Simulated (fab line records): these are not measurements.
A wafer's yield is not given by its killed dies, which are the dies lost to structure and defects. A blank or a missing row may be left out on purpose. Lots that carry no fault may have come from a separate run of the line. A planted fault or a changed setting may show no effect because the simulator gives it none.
Matching of chambers | flow n5Finfet | N5_BEOL_M5_ETCH_68 on rieDiel-02 has 4 sister chambers
The step etches SOC in N2/H2, target depth 80 nm, overetch 16 nm, time 120 s. 8 wafers are shown with their chamber, then 12 later ones without.

WAFERS PAIRED WITH THEIR CHAMBERS
wafer  | chamber | drypumpMotorCurrentA (A) | showerheadPlenumPTorr (Torr)
L087.4 | 0       | 5.84                     | 2.41
L087.6 | 1       | 6.32                     | 2.64
L086.2 | 1       | 6.33                     | 2.63
L086.5 | 3       | 5.82                     | 2.62
L086.6 | 2       | 5.46                     | 2.65
L088.1 | 3       | 5.83                     | 2.61
L088.2 | 2       | 5.48                     | 2.65
L088.4 | 0       | 5.81                     | 2.41

WAFERS WHOSE CHAMBER IS MISSING
wafer  | drypumpMotorCurrentA (A) | showerheadPlenumPTorr (Torr)
L089.1 | 5.84                     | 2.61
L089.5 | 5.46                     | 2.64
L089.6 | 6.35                     | 2.63
L092.1 | 5.83                     | 2.41
L092.2 | 5.46                     | 2.64
L092.3 | 6.34                     | 2.63
L095.1 | 5.81                     | 2.61
L095.4 | 6.32                     | 2.63
L095.5 | 5.84                     | 2.61
L096.1 | 6.33                     | 2.63
L096.2 | 5.46                     | 2.64
L096.4 | 5.79                     | 2.61

WHICH CHAMBER EACH WENT THROUGH
wafer  | from the rows above | in truth
L089.1 | 3                   | 3
L089.5 | 2                   | 2
L089.6 | 1                   | 1
L092.1 | 0                   | 0
L092.2 | 2                   | 2
L092.3 | 1                   | 1
L095.1 | 3                   | 3
L095.4 | 1                   | 1
L095.5 | 3                   | 3
L096.1 | 1                   | 1
L096.2 | 2                   | 2
L096.4 | 3                   | 3
Placed correctly: 12 of 12. Left unplaced by these rows: 0. 0 placed wrongly.
How it was worked out, from the rows above alone: a wafer's distance from a chamber is the root of the sum, over the readings, of the square of ((its reading less the chamber's mean) divided by the reading's scatter). The wafer belongs to the nearest chamber; if the next one is less than 2 further off, it can't be placed. Each chamber's mean is taken over the wafers shown for it. The scatter: the root of (the sum of the squares of (reading less its chamber's mean) over the shown wafers, divided by (wafers less chambers)).
